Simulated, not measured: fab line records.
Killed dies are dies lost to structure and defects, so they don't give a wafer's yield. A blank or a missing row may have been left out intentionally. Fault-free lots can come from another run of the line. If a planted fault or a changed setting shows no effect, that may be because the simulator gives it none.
Matching of chambers    flow nand-harc    NHARC_P_M0_PRE_CLEAN_31 on pecvd-02: 3 sister chambers
The step time 12 s. 6 wafers are shown with their chamber, then 10 later ones without.

== WAFERS WITH THEIR CHAMBER ==
wafer   chamber  heater-power-w (W)  rf-fwd-power-W (W)
L080.3  2        627                 292.2
L090.4  2        528                 292.2
L091.1  1        602                 291.5
L091.4  0        621                 292.1
L092.1  1        661                 291.9
L092.3  0        682                 291.4

== WAFERS WITH NO CHAMBER GIVEN ==
wafer   heater-power-w (W)  rf-fwd-power-W (W)
L092.5  640                 291.7
L093.4  559                 292.9
L093.5  631                 292.5
L093.6  676                 292.6
L094.1  587                 294.1
L094.2  677                 293.9
L094.3  571                 292.9
L095.1  717                 292.7
L095.4  639                 292.7
L095.6  693                 292.2

== EACH ONE'S CHAMBER ==
wafer   from the rows above           in truth
L092.5  can't be placed: 1 or 0 or 2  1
L093.4  can't be placed: 2 or 1 or 0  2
L093.5  can't be placed: 2 or 0 or 1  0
L093.6  can't be placed: 2 or 0 or 1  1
L094.1  can't be placed: 2 or 0 or 1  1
L094.2  can't be placed: 2 or 0 or 1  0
L094.3  can't be placed: 2 or 0 or 1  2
L095.1  can't be placed: 2 or 0 or 1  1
L095.4  can't be placed: 2 or 0 or 1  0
L095.6  can't be placed: 0 or 1 or 2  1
Correctly placed: 0 of 10. From these rows, 10 cannot be placed; in 10 the true chamber is one of the candidates. 0 placed wrongly.
How it was worked out, from the rows above alone: a wafer's distance from a chamber is the root of the sum, over the readings, of the square of ((its reading less the chamber's mean) divided by the reading's scatter). If the next closest chamber is less than 2 further off than the closest, the wafer can't be placed; otherwise it belongs to the closest. For every chamber, the mean is computed from those of its wafers that are shown. The scatter: the root of (the sum of the squares of (reading less its chamber's mean) over the shown wafers, divided by (wafers less chambers)).
